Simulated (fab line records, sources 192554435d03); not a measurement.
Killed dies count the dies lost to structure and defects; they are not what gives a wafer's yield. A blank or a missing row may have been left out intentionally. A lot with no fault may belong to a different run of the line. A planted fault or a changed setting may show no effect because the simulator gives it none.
Matching of chambers | flow n5Finfet | aldHk-03 running N5_HKMG_FIN_ALD_75: 4 sister chambers
The step deposits Al2O3, target thk 1 nm, co reactant pulse time 1 s. 8 wafers are shown with their chamber, then 9 later ones without.

== WAFERS, EACH WITH ITS CHAMBER ==
wafer  | chamber | heaterPowerW (W) | precursorPulseHeightRel
L075.2 | 1       | 149              | 0.972
L080.1 | 2       | 135              | 1.002
L080.2 | 1       | 148              | 1.046
L081.5 | 3       | 127              | 0.992
L081.6 | 0       | 163              | 0.991
L084.1 | 3       | 124              | 1.023
L084.3 | 2       | 137              | 0.970
L084.4 | 0       | 161              | 0.974

== WAFERS WITHOUT THEIR CHAMBER ==
wafer  | heaterPowerW (W) | precursorPulseHeightRel
L091.1 | 162              | 1.019
L091.3 | 143              | 0.998
L091.4 | 127              | 0.969
L090.1 | 135              | 0.999
L090.2 | 149              | 1.011
L090.4 | 164              | 1.014
L097.1 | 162              | 1.004
L097.3 | 147              | 1.000
L097.5 | 148              | 1.003

== WHICH CHAMBER EACH ONE RAN IN ==
wafer  | from the rows above     | in truth
L091.1 | 0                       | 0
L091.3 | can't be placed: 1 or 2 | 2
L091.4 | 3                       | 3
L090.1 | 2                       | 2
L090.2 | 1                       | 1
L090.4 | 0                       | 0
L097.1 | 0                       | 0
L097.3 | 1                       | 1
L097.5 | 1                       | 1
Correct placement for 8 of the 9. Can't be placed from these rows: 1 (the true chamber is among the candidates in 1). 0 placed wrongly.
How it was worked out, from the rows above alone: a wafer's distance from a chamber is the root of the sum, over the readings, of the square of ((its reading less the chamber's mean) divided by the reading's scatter). The wafer belongs to the nearest chamber; if the next one is less than 2 further off, it can't be placed. For every chamber, the mean is computed from those of its wafers that are shown. How the scatter is found: for the shown wafers, subtract from each reading the mean of its chamber, square and add these, divide the total by (wafers less chambers), then take the root.
